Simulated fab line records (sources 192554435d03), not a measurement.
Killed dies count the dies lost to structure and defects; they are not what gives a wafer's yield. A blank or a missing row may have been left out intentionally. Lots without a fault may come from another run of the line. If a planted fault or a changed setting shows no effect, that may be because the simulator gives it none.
What tool caused it? :: flow n5Finfet :: 24 lots with 72 wafers sampled at 6 steps, on a route of 1938 steps

WHAT THE GAUGES SHOWED, per wafer
N5_BEOL_M2_THK_MEAS_53: measures by xrf. Usual: M2_THK 40.2 nm, standard deviation 1.8.
lot: L075
measured: day 7 01:02
on: filmMetro-02
M2_THK (nm): 39.9 41.4 39.9
flag: 

lot: L074
measured: day 7 05:19
on: filmMetro-01
M2_THK (nm): 37.2 37.3 40.2
flag: 

lot: L076
measured: day 7 13:45
on: filmMetro-01
M2_THK (nm): 40.6 41.7 41.9
flag: 

lot: L077
measured: day 7 15:56
on: filmMetro-02
M2_THK (nm): 41.1 41.3 39.8
flag: 

lot: L078
measured: day 8 02:54
on: filmMetro-01
M2_THK (nm): 42.4 44.3 40.5
flag: 

lot: L079
measured: day 8 07:19
on: filmMetro-02
M2_THK (nm): 43.5 40.7 41.9
flag: 

lot: L080
measured: day 9 07:14
on: filmMetro-02
M2_THK (nm): 38.9 38.4 38.7
flag: 

lot: L081
measured: day 9 15:32
on: filmMetro-01
M2_THK (nm): 41.3 39.4 42.1
flag: 

lot: L082
measured: day 9 15:50
on: filmMetro-02
M2_THK (nm): 44.6 40.1 43.4
flag: 

lot: L084
measured: day 9 18:56
on: filmMetro-02
M2_THK (nm): 43.5 38.0 38.2
flag: 

lot: L085
measured: day 10 00:32
on: filmMetro-02
M2_THK (nm): 42.1 42.3 40.3
flag: 

lot: L083
measured: day 10 02:42
on: filmMetro-02
M2_THK (nm): 39.1 39.5 39.7
flag: 

lot: L086
measured: day 10 05:59
on: filmMetro-02
M2_THK (nm): 40.6 39.1 41.7
flag: 

lot: L087
measured: day 10 06:14
on: filmMetro-02
M2_THK (nm): 40.9 44.2 40.8
flag: 

lot: L088
measured: day 10 14:58
on: filmMetro-01
M2_THK (nm): 38.4 37.7 37.5
flag: 

lot: L089
measured: day 10 16:16
on: filmMetro-01
M2_THK (nm): 39.7 39.9 39.2
flag: 

lot: L090
measured: day 10 16:43
on: filmMetro-01
M2_THK (nm): 41.9 41.3 42.0
flag: 

lot: L091
measured: day 10 23:49
on: filmMetro-01
M2_THK (nm): 39.8 36.5 38.0
flag: 

lot: L092
measured: day 11 18:55
on: filmMetro-01
M2_THK (nm): 38.6 42.0 41.5
flag: 

lot: L093
measured: day 12 00:14
on: filmMetro-01
M2_THK (nm): 42.5 39.2 39.8
flag: 

lot: L094
measured: day 12 03:12
on: filmMetro-01
M2_THK (nm): 39.7 38.8 37.3
flag: 

lot: L095
measured: day 12 21:03
on: filmMetro-01
M2_THK (nm): 40.1 39.5 42.4
flag: 

lot: L096
measured: day 12 23:55
on: filmMetro-02
M2_THK (nm): 40.7 40.7 42.1
flag: 

lot: L097
measured: day 13 12:14
on: filmMetro-02
M2_THK (nm): 39.0 40.6 42.0
flag: 

N5_BEOL_M2_INSPECT_59: inspects for defects (darkfield). Usual: rawDefectCount at 70, with a standard deviation of 19.
lot: L075
measured: day 7 01:20
on: defectInspect-01
rawDefectCount: 65 75 100
flag: 

lot: L074
measured: day 7 05:36
on: defectInspect-02
rawDefectCount: 94 53 46
flag: 

lot: L076
measured: day 7 14:02
on: defectInspect-02
rawDefectCount: 54 65 83
flag: 

lot: L077
measured: day 7 16:16
on: defectInspect-02
rawDefectCount: 58 44 54
flag: 

lot: L078
measured: day 8 03:11
on: defectInspect-02
rawDefectCount: 73 71 70
flag: 

lot: L079
measured: day 8 07:35
on: defectInspect-02
rawDefectCount: 55 59 80
flag: 

lot: L080
measured: day 9 07:31
on: defectInspect-02
rawDefectCount: 85 62 45
flag: 

lot: L081
measured: day 9 15:50
on: defectInspect-02
rawDefectCount: 82 80 81
flag: 

lot: L082
measured: day 9 16:07
on: defectInspect-02
rawDefectCount: 77 84 89
flag: 

lot: L084
measured: day 9 19:13
on: defectInspect-01
rawDefectCount: 62 61 51
flag: 

lot: L085
measured: day 10 00:50
on: defectInspect-01
rawDefectCount: 119 79 92
flag: 

lot: L083
measured: day 10 02:59
on: defectInspect-01
rawDefectCount: 94 55 54
flag: 

lot: L086
measured: day 10 06:16
on: defectInspect-02
rawDefectCount: 34 64 60
flag: 

lot: L087
measured: day 10 06:32
on: defectInspect-01
rawDefectCount: 39 31 44
flag: 

lot: L088
measured: day 10 15:16
on: defectInspect-02
rawDefectCount: 88 103 85
flag: 

lot: L089
measured: day 10 16:33
on: defectInspect-01
rawDefectCount: 58 76 55
flag: 

lot: L090
measured: day 10 17:00
on: defectInspect-01
rawDefectCount: 68 46 73
flag: 

lot: L091
measured: day 11 00:06
on: defectInspect-02
rawDefectCount: 62 64 77
flag: 

lot: L092
measured: day 11 19:13
on: defectInspect-02
rawDefectCount: 52 83 48
flag: 

lot: L093
measured: day 12 00:31
on: defectInspect-01
rawDefectCount: 40 71 47
flag: 

lot: L094
measured: day 12 03:29
on: defectInspect-02
rawDefectCount: 74 51 56
flag: 

lot: L095
measured: day 12 21:20
on: defectInspect-02
rawDefectCount: 46 49 84
flag: 

lot: L096
measured: day 13 00:25
on: defectInspect-02
rawDefectCount: 104 112 72
flag: 

lot: L097
measured: day 13 12:36
on: defectInspect-02
rawDefectCount: 55 65 87
flag: 

WHAT TOOL EACH LOT RAN ON (gives the tool, then ch and the chambers of the sampled wafers, and finally the start)
lot: L075
N5_BEOL_M2_ANNEAL_91: pvdSputter-03, day 6 23:40
N5_BEOL_M2_SPUTTER_92: pvdSputter-03, day 6 23:49
N5_BEOL_M2_ANNEAL_93: pvdSputter-03, day 6 23:53
N5_BEOL_M2_SPUTTER_94: pvdSputter-03, day 7 00:02

lot: L074
N5_BEOL_M2_ANNEAL_91: pvdSputter-01, day 7 03:39
N5_BEOL_M2_SPUTTER_92: pvdSputter-01, day 7 03:47
N5_BEOL_M2_ANNEAL_93: pvdSputter-01, day 7 03:52
N5_BEOL_M2_SPUTTER_94: pvdSputter-01, day 7 04:01

lot: L076
N5_BEOL_M2_ANNEAL_91: pvdSputter-03, day 7 12:21
N5_BEOL_M2_SPUTTER_92: pvdSputter-03, day 7 12:29
N5_BEOL_M2_ANNEAL_93: pvdSputter-03, day 7 12:34
N5_BEOL_M2_SPUTTER_94: pvdSputter-03, day 7 12:43

lot: L077
N5_BEOL_M2_ANNEAL_91: pvdSputter-03, day 7 14:34
N5_BEOL_M2_SPUTTER_92: pvdSputter-03, day 7 14:43
N5_BEOL_M2_ANNEAL_93: pvdSputter-03, day 7 14:47
N5_BEOL_M2_SPUTTER_94: pvdSputter-03, day 7 14:56

lot: L078
N5_BEOL_M2_ANNEAL_91: pvdSputter-02, day 8 01:31
N5_BEOL_M2_SPUTTER_92: pvdSputter-02, day 8 01:40
N5_BEOL_M2_ANNEAL_93: pvdSputter-02, day 8 01:44
N5_BEOL_M2_SPUTTER_94: pvdSputter-02, day 8 01:53

lot: L079
N5_BEOL_M2_ANNEAL_91: pvdSputter-02, day 8 05:56
N5_BEOL_M2_SPUTTER_92: pvdSputter-02, day 8 06:05
N5_BEOL_M2_ANNEAL_93: pvdSputter-02, day 8 06:10
N5_BEOL_M2_SPUTTER_94: pvdSputter-02, day 8 06:18

lot: L080
N5_BEOL_M2_ANNEAL_91: pvdSputter-01, day 9 05:52
N5_BEOL_M2_SPUTTER_92: pvdSputter-01, day 9 06:01
N5_BEOL_M2_ANNEAL_93: pvdSputter-01, day 9 06:05
N5_BEOL_M2_SPUTTER_94: pvdSputter-01, day 9 06:14

lot: L081
N5_BEOL_M2_ANNEAL_91: pvdSputter-03, day 9 13:41
N5_BEOL_M2_SPUTTER_92: pvdSputter-03, day 9 13:50
N5_BEOL_M2_ANNEAL_93: pvdSputter-03, day 9 13:55
N5_BEOL_M2_SPUTTER_94: pvdSputter-03, day 9 14:03

lot: L082
N5_BEOL_M2_ANNEAL_91: pvdSputter-02, day 9 13:44
N5_BEOL_M2_SPUTTER_92: pvdSputter-02, day 9 13:52
N5_BEOL_M2_ANNEAL_93: pvdSputter-02, day 9 13:57
N5_BEOL_M2_SPUTTER_94: pvdSputter-02, day 9 14:05

lot: L084
N5_BEOL_M2_ANNEAL_91: pvdSputter-02, day 9 17:25
N5_BEOL_M2_SPUTTER_92: pvdSputter-02, day 9 17:33
N5_BEOL_M2_ANNEAL_93: pvdSputter-02, day 9 17:38
N5_BEOL_M2_SPUTTER_94: pvdSputter-02, day 9 17:46

lot: L085
N5_BEOL_M2_ANNEAL_91: pvdSputter-02, day 9 22:43
N5_BEOL_M2_SPUTTER_92: pvdSputter-02, day 9 22:52
N5_BEOL_M2_ANNEAL_93: pvdSputter-02, day 9 22:56
N5_BEOL_M2_SPUTTER_94: pvdSputter-02, day 9 23:05

lot: L083
N5_BEOL_M2_ANNEAL_91: pvdSputter-01, day 9 23:36
N5_BEOL_M2_SPUTTER_92: pvdSputter-01, day 9 23:44
N5_BEOL_M2_ANNEAL_93: pvdSputter-01, day 9 23:49
N5_BEOL_M2_SPUTTER_94: pvdSputter-01, day 9 23:58

lot: L086
N5_BEOL_M2_ANNEAL_91: pvdSputter-01, day 10 02:58
N5_BEOL_M2_SPUTTER_92: pvdSputter-01, day 10 03:06
N5_BEOL_M2_ANNEAL_93: pvdSputter-01, day 10 03:11
N5_BEOL_M2_SPUTTER_94: pvdSputter-01, day 10 03:19

lot: L087
N5_BEOL_M2_ANNEAL_91: pvdSputter-02, day 10 02:59
N5_BEOL_M2_SPUTTER_92: pvdSputter-02, day 10 03:07
N5_BEOL_M2_ANNEAL_93: pvdSputter-02, day 10 03:12
N5_BEOL_M2_SPUTTER_94: pvdSputter-02, day 10 03:20

lot: L088
N5_BEOL_M2_ANNEAL_91: pvdSputter-02, day 10 13:36
N5_BEOL_M2_SPUTTER_92: pvdSputter-02, day 10 13:44
N5_BEOL_M2_ANNEAL_93: pvdSputter-02, day 10 13:49
N5_BEOL_M2_SPUTTER_94: pvdSputter-02, day 10 13:58

lot: L089
N5_BEOL_M2_ANNEAL_91: pvdSputter-01, day 10 14:42
N5_BEOL_M2_SPUTTER_92: pvdSputter-01, day 10 14:50
N5_BEOL_M2_ANNEAL_93: pvdSputter-01, day 10 14:55
N5_BEOL_M2_SPUTTER_94: pvdSputter-01, day 10 15:04

lot: L090
N5_BEOL_M2_ANNEAL_91: pvdSputter-03, day 10 15:02
N5_BEOL_M2_SPUTTER_92: pvdSputter-03, day 10 15:10
N5_BEOL_M2_ANNEAL_93: pvdSputter-03, day 10 15:15
N5_BEOL_M2_SPUTTER_94: pvdSputter-03, day 10 15:23

lot: L091
N5_BEOL_M2_ANNEAL_91: pvdSputter-02, day 10 22:27
N5_BEOL_M2_SPUTTER_92: pvdSputter-02, day 10 22:35
N5_BEOL_M2_ANNEAL_93: pvdSputter-02, day 10 22:40
N5_BEOL_M2_SPUTTER_94: pvdSputter-02, day 10 22:49

lot: L092
N5_BEOL_M2_ANNEAL_91: pvdSputter-03, day 11 17:04
N5_BEOL_M2_SPUTTER_92: pvdSputter-03, day 11 17:12
N5_BEOL_M2_ANNEAL_93: pvdSputter-03, day 11 17:17
N5_BEOL_M2_SPUTTER_94: pvdSputter-03, day 11 17:25

lot: L093
N5_BEOL_M2_ANNEAL_91: pvdSputter-03, day 11 19:31
N5_BEOL_M2_SPUTTER_92: pvdSputter-03, day 11 19:39
N5_BEOL_M2_ANNEAL_93: pvdSputter-03, day 11 19:44
N5_BEOL_M2_SPUTTER_94: pvdSputter-03, day 11 19:52

lot: L094
N5_BEOL_M2_ANNEAL_91: pvdSputter-02, day 11 22:40
N5_BEOL_M2_SPUTTER_92: pvdSputter-02, day 11 22:49
N5_BEOL_M2_ANNEAL_93: pvdSputter-02, day 11 22:53
N5_BEOL_M2_SPUTTER_94: pvdSputter-02, day 11 23:02

lot: L095
N5_BEOL_M2_ANNEAL_91: pvdSputter-01, day 12 19:38
N5_BEOL_M2_SPUTTER_92: pvdSputter-01, day 12 19:47
N5_BEOL_M2_ANNEAL_93: pvdSputter-01, day 12 19:52
N5_BEOL_M2_SPUTTER_94: pvdSputter-01, day 12 20:00

lot: L096
N5_BEOL_M2_ANNEAL_91: pvdSputter-02, day 12 22:06
N5_BEOL_M2_SPUTTER_92: pvdSputter-02, day 12 22:14
N5_BEOL_M2_ANNEAL_93: pvdSputter-02, day 12 22:19
N5_BEOL_M2_SPUTTER_94: pvdSputter-02, day 12 22:28

lot: L097
N5_BEOL_M2_ANNEAL_91: pvdSputter-03, day 13 10:52
N5_BEOL_M2_SPUTTER_92: pvdSputter-03, day 13 11:01
N5_BEOL_M2_ANNEAL_93: pvdSputter-03, day 13 11:05
N5_BEOL_M2_SPUTTER_94: pvdSputter-03, day 13 11:14
- N5_BEOL_M2_ANNEAL_91: time 240 s.
- N5_BEOL_M2_SPUTTER_92: material Cu, target thk 4.5 nm, time 8.29 s.
- N5_BEOL_M2_ANNEAL_93: time 240 s.
- N5_BEOL_M2_SPUTTER_94: material Cu, target thk 4.5 nm, time 8.29 s.

AS READ BY THE TOOLS THEMSELVES (means over the sampled wafers that have a number; for cases with no such wafer, the mark the record gives instead)
N5_BEOL_M2_ANNEAL_91. Usual: heaterPowerW at 809 W, with a standard deviation of 50.
lot: L075
tool: pvdSputter-03
heaterPowerW (W): 848
flag: 

lot: L074
tool: pvdSputter-01
heaterPowerW (W): 731
flag: 

lot: L076
tool: pvdSputter-03
heaterPowerW (W): 829
flag: 

lot: L077
tool: pvdSputter-03
heaterPowerW (W): 836
flag: 

lot: L078
tool: pvdSputter-02
heaterPowerW (W): 810
flag: 

lot: L079
tool: pvdSputter-02
heaterPowerW (W): 804
flag: 

lot: L080
tool: pvdSputter-01
heaterPowerW (W): 784
flag: 

lot: L081
tool: pvdSputter-03
heaterPowerW (W): 813
flag: 

lot: L082
tool: pvdSputter-02
heaterPowerW (W): 783
flag: 

lot: L084
tool: pvdSputter-02
heaterPowerW (W): 839
flag: 

lot: L085
tool: pvdSputter-02
heaterPowerW (W): 822
flag: 

lot: L083
tool: pvdSputter-01
heaterPowerW (W): 764
flag: 

lot: L086
tool: pvdSputter-01
heaterPowerW (W): 801
flag: 

lot: L087
tool: pvdSputter-02
heaterPowerW (W): 835
flag: 

lot: L088
tool: pvdSputter-02
heaterPowerW (W): 802
flag: 

lot: L089
tool: pvdSputter-01
heaterPowerW (W): 755
flag: 

lot: L090
tool: pvdSputter-03
heaterPowerW (W): 822
flag: 

lot: L091
tool: pvdSputter-02
heaterPowerW (W): 801
flag: 

lot: L092
tool: pvdSputter-03
heaterPowerW (W): 809
flag: 

lot: L093
tool: pvdSputter-03
heaterPowerW (W): 845
flag: 

lot: L094
tool: pvdSputter-02
heaterPowerW (W): 820
flag: 

lot: L095
tool: pvdSputter-01
heaterPowerW (W): 737
flag: 

lot: L096
tool: pvdSputter-02
heaterPowerW (W): 828
flag: 

lot: L097
tool: pvdSputter-03
heaterPowerW (W): 842
flag: 

N5_BEOL_M2_SPUTTER_92. Usual: chuckGasFlowSccm 1.25 sccm, standard deviation 0.048; throttleValvePct 30.1 %, standard deviation 0.85.
lot: L075
tool: pvdSputter-03
chuckGasFlowSccm (sccm): 1.23
throttleValvePct (%): 30.0
flag: 

lot: L074
tool: pvdSputter-01
chuckGasFlowSccm (sccm): 1.29
throttleValvePct (%): 30.4
flag: 

lot: L076
tool: pvdSputter-03
chuckGasFlowSccm (sccm): 1.23
throttleValvePct (%): 29.9
flag: 

lot: L077
tool: pvdSputter-03
chuckGasFlowSccm (sccm): 1.28
throttleValvePct (%): 29.9
flag: 

lot: L078
tool: pvdSputter-02
chuckGasFlowSccm (sccm): 1.21
throttleValvePct (%): 31.0
flag: 

lot: L079
tool: pvdSputter-02
chuckGasFlowSccm (sccm): 1.24
throttleValvePct (%): 31.2
flag: 

lot: L080
tool: pvdSputter-01
chuckGasFlowSccm (sccm): 1.26
throttleValvePct (%): 29.1
flag: 

lot: L081
tool: pvdSputter-03
chuckGasFlowSccm (sccm): 1.23
throttleValvePct (%): 29.6
flag: 

lot: L082
tool: pvdSputter-02
chuckGasFlowSccm (sccm): 1.26
throttleValvePct (%): 30.4
flag: 

lot: L084
tool: pvdSputter-02
chuckGasFlowSccm (sccm): 1.28
throttleValvePct (%): 30.6
flag: 

lot: L085
tool: pvdSputter-02
chuckGasFlowSccm (sccm): 1.27
throttleValvePct (%): 30.9
flag: 

lot: L083
tool: pvdSputter-01
chuckGasFlowSccm (sccm): 1.32
throttleValvePct (%): 30.2
flag: 

lot: L086
tool: pvdSputter-01
chuckGasFlowSccm (sccm): 1.23
throttleValvePct (%): 30.3
flag: 

lot: L087
tool: pvdSputter-02
chuckGasFlowSccm (sccm): 1.30
throttleValvePct (%): 30.1
flag: 

lot: L088
tool: pvdSputter-02
chuckGasFlowSccm (sccm): 1.25
throttleValvePct (%): 30.8
flag: 

lot: L089
tool: pvdSputter-01
chuckGasFlowSccm (sccm): 1.25
throttleValvePct (%): 29.6
flag: 

lot: L090
tool: pvdSputter-03
chuckGasFlowSccm (sccm): 1.24
throttleValvePct (%): 29.7
flag: 

lot: L091
tool: pvdSputter-02
chuckGasFlowSccm (sccm): 1.21
throttleValvePct (%): 30.8
flag: 

lot: L092
tool: pvdSputter-03
chuckGasFlowSccm (sccm): 1.26
throttleValvePct (%): 29.8
flag: 

lot: L093
tool: pvdSputter-03
chuckGasFlowSccm (sccm): 1.21
throttleValvePct (%): 29.9
flag: 

lot: L094
tool: pvdSputter-02
chuckGasFlowSccm (sccm): 1.23
throttleValvePct (%): 30.3
flag: 

lot: L095
tool: pvdSputter-01
chuckGasFlowSccm (sccm): 1.26
throttleValvePct (%): 28.8
flag: 

lot: L096
tool: pvdSputter-02
chuckGasFlowSccm (sccm): 1.29
throttleValvePct (%): 30.5
flag: 

lot: L097
tool: pvdSputter-03
chuckGasFlowSccm (sccm): 1.26
throttleValvePct (%): 29.8
flag: 

N5_BEOL_M2_ANNEAL_93. Usual: heaterPowerW at 807 W, with a standard deviation of 49.
lot: L075
tool: pvdSputter-03
heaterPowerW (W): 843
flag: 

lot: L074
tool: pvdSputter-01
heaterPowerW (W): 757
flag: 

lot: L076
tool: pvdSputter-03
heaterPowerW (W): 835
flag: 

lot: L077
tool: pvdSputter-03
heaterPowerW (W): 845
flag: 

lot: L078
tool: pvdSputter-02
heaterPowerW (W): 802
flag: 

lot: L079
tool: pvdSputter-02
heaterPowerW (W): 807
flag: 

lot: L080
tool: pvdSputter-01
heaterPowerW (W): 778
flag: 

lot: L081
tool: pvdSputter-03
heaterPowerW (W): 818
flag: 

lot: L082
tool: pvdSputter-02
heaterPowerW (W): 800
flag: 

lot: L084
tool: pvdSputter-02
heaterPowerW (W): 824
flag: 

lot: L085
tool: pvdSputter-02
heaterPowerW (W): 833
flag: 

lot: L083
tool: pvdSputter-01
heaterPowerW (W): 757
flag: 

lot: L086
tool: pvdSputter-01
heaterPowerW (W): 785
flag: 

lot: L087
tool: pvdSputter-02
heaterPowerW (W): 833
flag: 

lot: L088
tool: pvdSputter-02
heaterPowerW (W): 795
flag: 

lot: L089
tool: pvdSputter-01
heaterPowerW (W): 763
flag: 

lot: L090
tool: pvdSputter-03
heaterPowerW (W): 807
flag: 

lot: L091
tool: pvdSputter-02
heaterPowerW (W): 811
flag: 

lot: L092
tool: pvdSputter-03
heaterPowerW (W): 817
flag: 

lot: L093
tool: pvdSputter-03
heaterPowerW (W): 837
flag: 

lot: L094
tool: pvdSputter-02
heaterPowerW (W): 826
flag: 

lot: L095
tool: pvdSputter-01
heaterPowerW (W): 714
flag: 

lot: L096
tool: pvdSputter-02
heaterPowerW (W): 818
flag: 

lot: L097
tool: pvdSputter-03
heaterPowerW (W): 829
flag: 

N5_BEOL_M2_SPUTTER_94. Usual: chuckGasFlowSccm 1.26 sccm, standard deviation 0.049; throttleValvePct 30.1 %, standard deviation 0.86.
lot: L075
tool: pvdSputter-03
chuckGasFlowSccm (sccm): 1.24
throttleValvePct (%): 30.1
flag: 

lot: L074
tool: pvdSputter-01
chuckGasFlowSccm (sccm): 1.24
throttleValvePct (%): 30.1
flag: 

lot: L076
tool: pvdSputter-03
chuckGasFlowSccm (sccm): 1.26
throttleValvePct (%): 29.8
flag: 

lot: L077
tool: pvdSputter-03
chuckGasFlowSccm (sccm): 1.29
throttleValvePct (%): 30.0
flag: 

lot: L078
tool: pvdSputter-02
chuckGasFlowSccm (sccm): 1.23
throttleValvePct (%): 31.1
flag: 

lot: L079
tool: pvdSputter-02
chuckGasFlowSccm (sccm): 1.28
throttleValvePct (%): 31.0
flag: 

lot: L080
tool: pvdSputter-01
chuckGasFlowSccm (sccm): 1.27
throttleValvePct (%): 29.1
flag: 

lot: L081
tool: pvdSputter-03
chuckGasFlowSccm (sccm): 1.30
throttleValvePct (%): 29.4
flag: 

lot: L082
tool: pvdSputter-02
chuckGasFlowSccm (sccm): 1.26
throttleValvePct (%): 30.2
flag: 

lot: L084
tool: pvdSputter-02
chuckGasFlowSccm (sccm): 1.24
throttleValvePct (%): 30.8
flag: 

lot: L085
tool: pvdSputter-02
chuckGasFlowSccm (sccm): 1.26
throttleValvePct (%): 30.8
flag: 

lot: L083
tool: pvdSputter-01
chuckGasFlowSccm (sccm): 1.26
throttleValvePct (%): 30.1
flag: 

lot: L086
tool: pvdSputter-01
chuckGasFlowSccm (sccm): 1.29
throttleValvePct (%): 30.4
flag: 

lot: L087
tool: pvdSputter-02
chuckGasFlowSccm (sccm): 1.28
throttleValvePct (%): 30.0
flag: 

lot: L088
tool: pvdSputter-02
chuckGasFlowSccm (sccm): 1.23
throttleValvePct (%): 30.8
flag: 

lot: L089
tool: pvdSputter-01
chuckGasFlowSccm (sccm): 1.30
throttleValvePct (%): 29.8
flag: 

lot: L090
tool: pvdSputter-03
chuckGasFlowSccm (sccm): 1.29
throttleValvePct (%): 29.9
flag: 

lot: L091
tool: pvdSputter-02
chuckGasFlowSccm (sccm): 1.24
throttleValvePct (%): 30.7
flag: 

lot: L092
tool: pvdSputter-03
chuckGasFlowSccm (sccm): 1.26
throttleValvePct (%): 29.9
flag: 

lot: L093
tool: pvdSputter-03
chuckGasFlowSccm (sccm): 1.26
throttleValvePct (%): 30.0
flag: 

lot: L094
tool: pvdSputter-02
chuckGasFlowSccm (sccm): 1.30
throttleValvePct (%): 30.4
flag: 

lot: L095
tool: pvdSputter-01
chuckGasFlowSccm (sccm): 1.26
throttleValvePct (%): 28.7
flag: 

lot: L096
tool: pvdSputter-02
chuckGasFlowSccm (sccm): 1.23
throttleValvePct (%): 30.4
flag: 

lot: L097
tool: pvdSputter-03
chuckGasFlowSccm (sccm): 1.26
throttleValvePct (%): 29.6
flag: 

THE ANSWER, worked out from the rows above alone
Rule: lot off if the mean of its wafers having a number is beyond 3 standard deviations from the usual mean. A lot without any number at a reading at which 4 lots or more have one is off too. All remaining lots with rows at the step are treated as sound. The gauges are gone through in route order, then the tools' own readings, and for those a lot's mean is taken as printed above. The first step at which some lot is off is used, and at that step the reading that is off furthest; a lot without a number counts as furthest.
None of the lots is off at any reading shown; this tells nothing.

WHAT THE SIMULATOR HAD PUT IN
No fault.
